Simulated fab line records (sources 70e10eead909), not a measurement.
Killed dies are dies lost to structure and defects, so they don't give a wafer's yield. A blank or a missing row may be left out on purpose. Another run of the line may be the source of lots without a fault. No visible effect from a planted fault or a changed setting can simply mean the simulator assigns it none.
3 desks looking at one fault / flow nand_harc / each desk holds nothing but its own numbers, with what lay behind them at the end

## THE METROLOGY DESK
Lot by lot, what the gauges showed, no matter which tool ran the lot: averages of those sampled wafers that carry a number. Any lot whose mean is over 4 standard deviations away from the usual mean is out of limits and marked OUT; that distance is given in the brackets.
Columns: A = cd_nm at NHARC_A_CHANNEL_HOLE_D2_CD_MEAS_10, usual 100.2 nm; B = overlay_x_nm at NHARC_A_CHANNEL_HOLE_D2_OVL_MEAS_11, usual -0.2 nm; C = overlay_y_nm at NHARC_A_CHANNEL_HOLE_D2_OVL_MEAS_11, usual 0.0 nm
lot=L555; first seen here=day 12 23:16; A=100.2; B=1.3; C=0.4
lot=L566; first seen here=day 17 21:35; A=99.8; B=0.9; C=-1.0
lot=L568; first seen here=day 18 06:58; A=100.0; B=0.1; C=0.6
lot=L572; first seen here=day 19 21:30; A=100.4; B=-0.5; C=0.8
lot=L573; first seen here=day 20 20:58; A=100.2; B=-1.0; C=-1.3
lot=L577; first seen here=day 22 23:35; A=99.6; B=-0.6; C=-0.6
This desk's verdict: no lot among the 6 shows anything out of limits.

## THE DEFECT DESK
Counts from the inspections along the route, per lot, as means over the sampled wafers that have a number. Any lot whose mean is over 4 standard deviations away from the usual mean is out of limits and marked OUT; that distance is given in the brackets.
Columns: A = raw_defect_count at NHARC_A_CHANNEL_HOLE_D2_INSPECT_12, usual 31
lot=L555; first seen here=day 12 23:24; A=8
lot=L566; first seen here=day 17 21:43; A=54
lot=L568; first seen here=day 18 07:05; A=55
lot=L572; first seen here=day 19 21:38; A=13
lot=L573; first seen here=day 20 21:05; A=19
lot=L577; first seen here=day 22 23:42; A=7
This desk's verdict: no lot among the 6 shows anything out of limits.

## FOR THE TOOL OWNER'S DESK: rie_diel-01
The tool's own readings at NHARC_A_CHANNEL_HOLE_D2_ETCH_38 (etches the open film in CF4, target depth 39 nm, time 65 s): means of the sampled wafers that have a number, for each lot that ran on this tool. Any lot whose mean is over 4 standard deviations away from the usual mean is out of limits and marked OUT; that distance is given in the brackets.
Columns: A = drypump_motor_current_A at NHARC_A_CHANNEL_HOLE_D2_ETCH_38, usual 5.8 A; B = oes_product_au at NHARC_A_CHANNEL_HOLE_D2_ETCH_38, usual 1.000 a.u.; C = rf_vpp_V at NHARC_A_CHANNEL_HOLE_D2_ETCH_38, usual 151.5 V; D = showerhead_plenum_p_Torr at NHARC_A_CHANNEL_HOLE_D2_ETCH_38, usual 1.79 Torr; E = throttle_valve_pct at NHARC_A_CHANNEL_HOLE_D2_ETCH_38, usual 13.286 %
lot=L566; first seen here=day 17 21:52; A=5.6; B=0.932 (-8.6) OUT; C=151.5; D=1.80; E=13.286
lot=L568; first seen here=day 18 07:14; A=5.8; B=0.854 (-18) OUT; C=151.2; D=1.84; E=13.288
lot=L573; first seen here=day 20 21:14; A=5.5; B=0.992; C=151.9; D=1.77; E=13.286
lot=L577; first seen here=day 22 23:52; A=5.7; B=0.990; C=152.1; D=1.82; E=13.289
This desk finds L566, L568 out of limits, L566 being first, at day 17 21:52 (oes_product_au at NHARC_A_CHANNEL_HOLE_D2_ETCH_38). In limits: L573, L577.

## ALL TOGETHER
An alarm could have come from the tool owner's desk at day 17 21:52, on L566, L568.
Metrology desk: nothing out of limits seen.
The defect desk saw nothing out of limits.
The metrology desk has L566, L568 on record, within its limits.
The defect desk has L566, L568 on record, within its limits.
NHARC_A_CHANNEL_HOLE_D2_ETCH_38 was run on rie_diel-01 by each of the lots named.

## WHAT HAD BEEN PUT IN BY THE SIMULATOR
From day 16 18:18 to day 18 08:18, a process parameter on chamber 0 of rie_diel-01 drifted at NHARC_A_CHANNEL_HOLE_D2_ETCH_38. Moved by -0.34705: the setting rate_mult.
Struck lots among those shown: L566, L568.
Hours from the fault's start to each desk's first reading out of limits: the tool owner's desk, 28.
